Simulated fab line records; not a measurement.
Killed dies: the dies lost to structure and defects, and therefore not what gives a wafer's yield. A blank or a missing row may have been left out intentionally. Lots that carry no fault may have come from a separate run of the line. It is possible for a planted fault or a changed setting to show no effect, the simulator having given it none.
Which tool did it? + flow nand-harc + 13 lots with 39 wafers sampled at 6 steps, on a route of 1159 steps

WHAT EACH GAUGE READ, for each wafer
NHARC_A_START_INSPECT_01. Usual: raw-defect-count 3.5, standard deviation 1.8.
| lot  | measured     | on                | raw-defect-count | flag |
|------|--------------|-------------------|------------------|------|
| L630 | day 6 13:02  | defect-inspect-01 | 4 5 2            |      |
| L631 | day 6 22:14  | defect-inspect-01 | 1 4 2            |      |
| L632 | day 6 22:38  | defect-inspect-02 | 3 4 3            |      |
| L633 | day 7 14:03  | defect-inspect-01 | 5 4 3            |      |
| L634 | day 7 14:43  | defect-inspect-02 | 2 5 5            |      |
| L635 | day 7 20:46  | defect-inspect-02 | 3 2 4            |      |
| L636 | day 8 03:53  | defect-inspect-01 | 5 2 5            |      |
| L638 | day 8 08:46  | defect-inspect-02 | 3 5 3            |      |
| L640 | day 9 03:22  | defect-inspect-02 | 3 2 6            |      |
| L644 | day 10 07:22 | defect-inspect-01 | 5 2 4            |      |
| L646 | day 10 16:31 | defect-inspect-02 | 1 2 5            |      |
| L650 | day 11 06:30 | defect-inspect-01 | 5 4 1            |      |
| L649 | day 11 15:28 | defect-inspect-02 | 2 0 3            |      |

NHARC_A_ONON_D1_THK_MEAS_18: measures by ellipsometry. Usual: thk-nm 1003 nm, standard deviation 11.
| lot  | measured     | on            | thk-nm (nm)             | flag |
|------|--------------|---------------|-------------------------|------|
| L630 | day 8 00:11  | film-metro-01 | 1020 1019 1019          |      |
| L631 | day 8 05:32  | film-metro-01 | 1004 1006 1003          |      |
| L632 | day 8 05:31  | film-metro-01 | 1004 1001 1000          |      |
| L633 | day 9 00:55  | film-metro-01 | 1014 1011 1014          |      |
| L634 | day 9 00:53  | film-metro-01 | 1000 1003 1002          |      |
| L635 | day 9 06:05  | film-metro-01 | 1021 1022 1022          |      |
| L636 | day 9 20:15  | film-metro-01 | 997 995 997             |      |
| L638 | day 9 19:55  | film-metro-01 | 1001 1001 1000          |      |
| L640 | day 10 13:41 | film-metro-01 | 997 996 996             |      |
| L644 | day 11 16:59 | film-metro-02 | 651 651 650 650 651 649 | OFF  |
| L646 | day 12 01:37 | film-metro-01 | 627 629 630 629 626 626 | OFF  |
| L650 | day 12 16:25 | film-metro-02 | 995 995 993             |      |
| L649 | day 13 02:01 | film-metro-01 | 1015 1014 1015          |      |

NHARC_END_SORT_01. Usual: killed-at-array 27, standard deviation 12; killed-at-other 0.9, standard deviation 1.1; killed-at-periphery 3.2, standard deviation 2.4; killed-dies 31, standard deviation 12; killed-open 3.3, standard deviation 1.7; killed-short 2.0, standard deviation 1.6.
| lot  | measured     | on        | killed-at-array | killed-at-other | killed-at-periphery | killed-dies | killed-open | killed-short | flag |
|------|--------------|-----------|-----------------|-----------------|---------------------|-------------|-------------|--------------|------|
| L630 | day 19 17:14 | prober-02 | 33 30 38        | 0 1 0           | 2 5 5               | 35 36 43    | 3 3 5       | 1 0 2        |      |
| L631 | day 20 02:32 | prober-02 | 26 35 35        | 0 1 1           | 5 5 1               | 31 41 37    | 3 4 3       | 0 5 2        |      |
| L632 | day 19 10:23 | prober-01 | 10 13 13        | 1 2 1           | 6 1 2               | 17 16 16    | 4 3 3       | 1 0 4        |      |
| L633 | day 23 21:30 | prober-02 | 19 19 21        | 1 0 0           | 6 2 3               | 26 21 24    | 4 3 6       | 6 2 3        |      |
| L634 | day 23 19:52 | prober-01 | 18 19 14        | 2 1 2           | 2 1 1               | 22 21 17    | 3 0 0       | 1 1 2        |      |
| L635 | day 24 04:32 | prober-02 | 9 10 15         | 0 0 0           | 1 2 1               | 10 12 16    | 4 0 5       | 2 1 3        |      |
| L636 | day 24 11:29 | prober-02 | 11 15 12        | 0 2 1           | 7 4 10              | 18 21 23    | 3 4 4       | 2 1 1        |      |
| L638 | day 24 05:25 | prober-01 | 20 20 21        | 0 1 0           | 4 4 5               | 24 25 26    | 4 4 3       | 1 1 1        |      |
| L640 | day 24 19:15 | prober-02 | 51 35 41        | 1 1 4           | 5 2 9               | 57 38 54    | 6 1 7       | 6 1 3        |      |
| L644 | day 25 10:55 | prober-01 | 670 675 675     | 3 2 0           | 4 0 2               | 677 677 677 | 2 2 0       | 1 2 1        | OFF  |
| L646 | day 26 02:29 | prober-02 | 671 674 673     | 3 1 1           | 3 2 3               | 677 677 677 | 4 4 3       | 2 0 2        | OFF  |
| L650 | day 26 02:29 | prober-01 | 23 21 19        | 0 0 0           | 0 2 1               | 23 23 20    | 5 5 5       | 2 5 0        |      |
| L649 | day 27 04:17 | prober-01 | 32 21 30        | 0 1 2           | 3 0 0               | 35 22 32    | 5 4 2       | 3 1 4        |      |

WHICH TOOL RAN EACH LOT (tool, then ch and the chambers of the sampled wafers, then the start)
| lot  | NHARC_P_M2_PRE_CLEAN_30                 | NHARC_P_M2_PRE_CLEAN_32         | NHARC_A_ONON_D1_DEP_16           |
|------|-----------------------------------------|---------------------------------|----------------------------------|
| L630 | pvd-sputter-02, day 6 07:58 or earlier  | pecvd-01 ch 0,1,2, day 6 07:58  | pecvd-onon-01 ch 0, day 7 23:40  |
| L631 | pvd-sputter-01, day 6 17:05 or earlier  | pecvd-04 ch 1,2, day 6 17:05    | pecvd-onon-02 ch 0, day 8 05:08  |
| L632 | pvd-sputter-02, day 6 17:22 or earlier  | pecvd-03 ch 0,1,2, day 6 17:22  | pecvd-onon-01 ch 0, day 8 05:01  |
| L633 | pvd-sputter-02, day 7 09:05 or earlier  | pecvd-03 ch 0,2, day 7 09:05    | pecvd-onon-01 ch 0, day 9 00:29  |
| L634 | pvd-sputter-03, day 7 09:38 or earlier  | pecvd-03 ch 1,2, day 7 09:38    | pecvd-onon-02 ch 0, day 9 00:22  |
| L635 | pvd-sputter-01, day 7 15:34 or earlier  | pecvd-04 ch 0,2, day 7 15:34    | pecvd-onon-04 ch 0, day 9 05:37  |
| L636 | pvd-sputter-03, day 7 22:53 or earlier  | pecvd-04 ch 0,1, day 7 22:53    | pecvd-onon-02 ch 0, day 9 19:45  |
| L638 | pvd-sputter-01, day 8 03:49 or earlier  | pecvd-01 ch 0,1,2, day 8 03:49  | pecvd-onon-04 ch 0, day 9 19:31  |
| L640 | pvd-sputter-01, day 8 22:26 or earlier  | pecvd-03 ch 1,2, day 8 22:26    | pecvd-onon-04 ch 0, day 10 13:11 |
| L644 | pvd-sputter-03, day 10 02:25 or earlier | pecvd-01 ch 0,2, day 10 02:25   | pecvd-onon-01 ch 0, day 11 16:28 |
| L646 | pvd-sputter-01, day 10 11:28 or earlier | pecvd-04 ch 0,1, day 10 11:28   | pecvd-onon-01 ch 0, day 12 01:07 |
| L650 | pvd-sputter-02, day 11 01:10 or earlier | pecvd-03 ch 0,2, day 11 01:10   | pecvd-onon-02 ch 0, day 12 15:55 |
| L649 | pvd-sputter-01, day 11 10:30 or earlier | pecvd-03 ch 0,1,2, day 11 10:30 | pecvd-onon-04 ch 0, day 13 01:41 |
- NHARC_P_M2_PRE_CLEAN_30: time 30 s.
- NHARC_P_M2_PRE_CLEAN_32: time 12 s.
- NHARC_A_ONON_D1_DEP_16: target thk 1000 nm.

WHAT THE TOOLS THEMSELVES READ (means of the sampled wafers that have a number; where no wafer has one, the mark that the record gives instead)
NHARC_P_M2_PRE_CLEAN_30. Usual: heater-power-w 407 W, standard deviation 35.
| lot  | tool           | heater-power-w (W) | flag |
|------|----------------|--------------------|------|
| L630 | pvd-sputter-02 | 410                |      |
| L631 | pvd-sputter-01 | 393                |      |
| L632 | pvd-sputter-02 | 364                |      |
| L633 | pvd-sputter-02 | 372                |      |
| L634 | pvd-sputter-03 | 452                |      |
| L635 | pvd-sputter-01 | 399                |      |
| L636 | pvd-sputter-03 | 404                |      |
| L638 | pvd-sputter-01 | 394                |      |
| L640 | pvd-sputter-01 | 379                |      |
| L644 | pvd-sputter-03 | 403                |      |
| L646 | pvd-sputter-01 | 379                |      |
| L650 | pvd-sputter-02 | 393                |      |
| L649 | pvd-sputter-01 | 394                |      |

NHARC_P_M2_PRE_CLEAN_32. Usual: heater-power-w 664 W, standard deviation 59.
| lot  | tool     | heater-power-w (W) | flag |
|------|----------|--------------------|------|
| L630 | pecvd-01 | 699                |      |
| L631 | pecvd-04 | 602                |      |
| L632 | pecvd-03 | 664                |      |
| L633 | pecvd-03 | 617                |      |
| L634 | pecvd-03 | 706                |      |
| L635 | pecvd-04 | 619                |      |
| L636 | pecvd-04 | 608                |      |
| L638 | pecvd-01 | 706                |      |
| L640 | pecvd-03 | 729                |      |
| L644 | pecvd-01 | 728                |      |
| L646 | pecvd-04 | 590                |      |
| L650 | pecvd-03 | 697                |      |
| L649 | pecvd-03 | 705                |      |

THE ANSWER, worked out from the rows above alone
Rule: a lot is off if the mean of its wafers that have a number lies more than 3 standard deviations from the usual mean. Also off: a lot with no number at a reading for which 4 or more lots have one. Where the step has rows for the other lots, those lots are counted as sound. Order of review: gauges by route order, followed by the tools' own readings, for which a lot's mean as printed above is used. At the first step where some lot is off, the reading lying furthest off is the one used; lots without a number count as furthest.
Off at NHARC_A_ONON_D1_THK_MEAS_18 (thk-nm): L644, L646.
If a tool, at a process step before that reading, ran all the lots that are off and no sound lot after the first of them, it fits. The gauges at NHARC_A_ONON_D1_THK_MEAS_18 aren't tried: what is off there is off at NHARC_END_SORT_01 too, on other tools, and a gauge's error can't cause that. NHARC_P_M2_PRE_CLEAN_30 gives no start for some lots, so the hours and the order of its lots are those of NHARC_P_M2_PRE_CLEAN_32. One fits: pecvd-onon-01 at NHARC_A_ONON_D1_DEP_16. Its last sound lot is L633 (day 9 00:29), its first lot that is off L644 (day 11 16:28): a fault that began between those two fits.

WHAT THE SIMULATOR PUT IN
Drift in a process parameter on pecvd-onon-01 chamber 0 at NHARC_A_ONON_D1_DEP_16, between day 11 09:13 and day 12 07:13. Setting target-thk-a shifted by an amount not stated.
Shown lots that were struck: L644, L646. Same finding as the rule above.
